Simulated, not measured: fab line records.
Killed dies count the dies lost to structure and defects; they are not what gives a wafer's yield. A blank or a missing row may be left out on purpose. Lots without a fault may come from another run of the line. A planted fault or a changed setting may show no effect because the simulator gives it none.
Chamber matching -- flow nand harc -- 4 sister chambers for NHARC_A_SGD_CUT_ETCHBACK_24 on rie diel-06
The step etches the open film in CH3F/O2, target depth 50 nm, time 92.857 s. 4 wafers are shown with their chamber, then 11 later ones without.

WAFERS PAIRED WITH THEIR CHAMBERS
wafer,chamber,drypump motor current A (A)
L083.5,1,6.4
L087.3,0,5.3
L087.5,2,5.1
L089.1,3,5.8

WAFERS MISSING THEIR CHAMBER
wafer,drypump motor current A (A)
L089.3,5.1
L089.6,5.4
L091.1,5.0
L091.3,6.4
L091.4,5.3
L092.2,5.8
L092.4,6.4
L092.5,6.4
L094.3,5.0
L094.4,5.8
L094.5,5.8

EACH ONE'S CHAMBER
wafer,from the rows above,in truth
L089.3,2,2
L089.6,0,0
L091.1,2,2
L091.3,1,1
L091.4,0,0
L092.2,3,3
L092.4,1,1
L092.5,1,1
L094.3,2,2
L094.4,3,3
L094.5,3,3
Correctly placed: 11 of 11. Not placeable from these rows: 0. 0 placed wrongly.
How it was worked out, from the rows above alone: a wafer's distance from a chamber is the root of the sum, over the readings, of the square of ((its reading less the chamber's mean) divided by the reading's scatter). The wafer belongs to the nearest chamber; if the next one is less than 2 further off, it can't be placed. Each chamber's mean is taken over the wafers shown for it. The scatter (one wafer shown for each chamber): square how far every hidden wafer sits from the nearest shown wafer, average those squares and take the square root.
